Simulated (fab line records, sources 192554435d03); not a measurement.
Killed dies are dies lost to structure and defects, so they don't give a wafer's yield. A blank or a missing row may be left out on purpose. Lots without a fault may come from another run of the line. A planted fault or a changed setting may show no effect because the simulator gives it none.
Which tool did it? | flow n5_finfet | 10 lots, 30 wafers sampled, at 5 steps of a route of 1938

WHAT THE GAUGES READ, wafer by wafer
N5_STI_FIN_REVEAL_FIN_H_MEAS_10.
lot  | measured    | on     | trench_depth_nm (nm)
L625 | day 3 01:26 | ocd-02 | 52.6 52.0 52.2
L627 | day 3 12:43 | ocd-01 | 51.4 51.4 51.6
L629 | day 4 01:11 | ocd-02 | 44.4 44.4 51.7
L630 | day 4 07:32 | ocd-01 | 52.4 51.6 44.1
L640 | day 6 18:10 | ocd-02 | 52.3 52.2 52.0
L642 | day 7 08:19 | ocd-01 | 51.6 51.7 51.5
L643 | day 7 11:52 | ocd-02 | 51.5 52.3 51.6
L644 | day 7 18:11 | ocd-02 | 52.1 52.4 52.0
L645 | day 8 00:16 | ocd-01 | 51.1 49.9 51.5
L646 | day 8 07:20 | ocd-01 | 51.1 52.4 52.4

WHICH TOOL RAN EACH LOT (tool, then ch and the chambers of the sampled wafers, then the start)
lot  | N5_FIN_CUT_ETCH_21                | N5_FIN_CUT_CUT_ETCH_27            | N5_STI_FIN_REVEAL_DENSIFY_30    | N5_STI_FIN_REVEAL_RECESS_09
L625 | rie_diel-01 ch 0,1,2, day 2 14:44 | rie_diel-01 ch 0,1,2, day 2 15:08 | rtp_anneal-02 ch 0, day 2 22:17 | vapor_etch-01 ch 0,1, day 2 22:44
L627 | rie_diel-01 ch 1,3, day 3 02:46   | rie_diel-01 ch 1,3, day 3 03:09   | rtp_anneal-02 ch 0, day 3 09:35 | vapor_etch-01 ch 0,1, day 3 10:01
L629 | rie_diel-01 ch 2,3, day 3 14:55   | rie_diel-01 ch 2,3, day 3 15:18   | rtp_anneal-02 ch 0, day 3 21:59 | vapor_etch-01 ch 0,1, day 3 22:26
L630 | rie_diel-04 ch 0,2,3, day 3 21:58 | rie_diel-04 ch 0,2,3, day 3 22:22 | rtp_anneal-02 ch 0, day 4 04:19 | vapor_etch-01 ch 0,1, day 4 04:47
L640 | rie_diel-04 ch 0,1,3, day 6 08:39 | rie_diel-04 ch 0,1,3, day 6 09:02 | rtp_anneal-01 ch 0, day 6 15:01 | vapor_etch-02 ch 0,1, day 6 15:28
L642 | rie_diel-05 ch 2,3, day 6 21:46   | rie_diel-05 ch 2,3, day 6 22:09   | rtp_anneal-01 ch 0, day 7 04:39 | vapor_etch-02 ch 0,1, day 7 05:10
L643 | rie_diel-04 ch 1,2,3, day 7 02:23 | rie_diel-04 ch 1,2,3, day 7 02:46 | rtp_anneal-02 ch 0, day 7 08:42 | vapor_etch-01 ch 0,1, day 7 09:10
L644 | rie_diel-01 ch 1,2, day 7 08:41   | rie_diel-01 ch 1,2, day 7 09:05   | rtp_anneal-01 ch 0, day 7 14:58 | vapor_etch-01 ch 0,1, day 7 15:26
L645 | rie_diel-05 ch 0,1, day 7 14:33   | rie_diel-05 ch 0,1, day 7 14:56   | rtp_anneal-01 ch 0, day 7 21:08 | vapor_etch-01 ch 0,1, day 7 21:34
L646 | rie_diel-05 ch 1,2,3, day 7 21:38 | rie_diel-05 ch 1,2,3, day 7 22:01 | rtp_anneal-02 ch 0, day 8 04:10 | vapor_etch-01 ch 0,1, day 8 04:38
- N5_FIN_CUT_ETCH_21: etches SOC in N2/H2, target depth 219 nm, overetch 43.8 nm, time 523.5 s.
- N5_FIN_CUT_CUT_ETCH_27: etches SiO2 in CHF3/O2, target depth 4 nm, overetch 2 nm, time 4.9 s.
- N5_STI_FIN_REVEAL_DENSIFY_30
- N5_STI_FIN_REVEAL_RECESS_09: chemistry HF/NH3, target SiO2, afs cycles 11, target depth 42.5 nm, sublimation time 60 s.

THE ANSWER, worked out from the rows above alone
Rule: what is usual is taken from the lots themselves. Put in order of their means at a reading, lots are off if they are a third of the lots or fewer, leave a main group of 4 or more, and stand apart from it by a gap of 3 or more times the standard deviation of the main group's means; of several such gaps the widest counts. A main group whose means are all the same, to the digits that the tables above print for the reading, isn't used. A lot without any number at a reading at which 4 lots or more have one is off too. The other lots that the step has rows for count as sound.
Off: L629, L630, at N5_STI_FIN_REVEAL_FIN_H_MEAS_10 (trench_depth_nm). The main group: mean 51.8 nm, standard deviation 0.45.
A tool fits if, at a process step before that reading, it ran every lot that is off, and no sound lot after the first of them. The gauges at N5_STI_FIN_REVEAL_FIN_H_MEAS_10 are tried like those tools. None of those tried fits.

WHAT THE SIMULATOR HAD PUT IN
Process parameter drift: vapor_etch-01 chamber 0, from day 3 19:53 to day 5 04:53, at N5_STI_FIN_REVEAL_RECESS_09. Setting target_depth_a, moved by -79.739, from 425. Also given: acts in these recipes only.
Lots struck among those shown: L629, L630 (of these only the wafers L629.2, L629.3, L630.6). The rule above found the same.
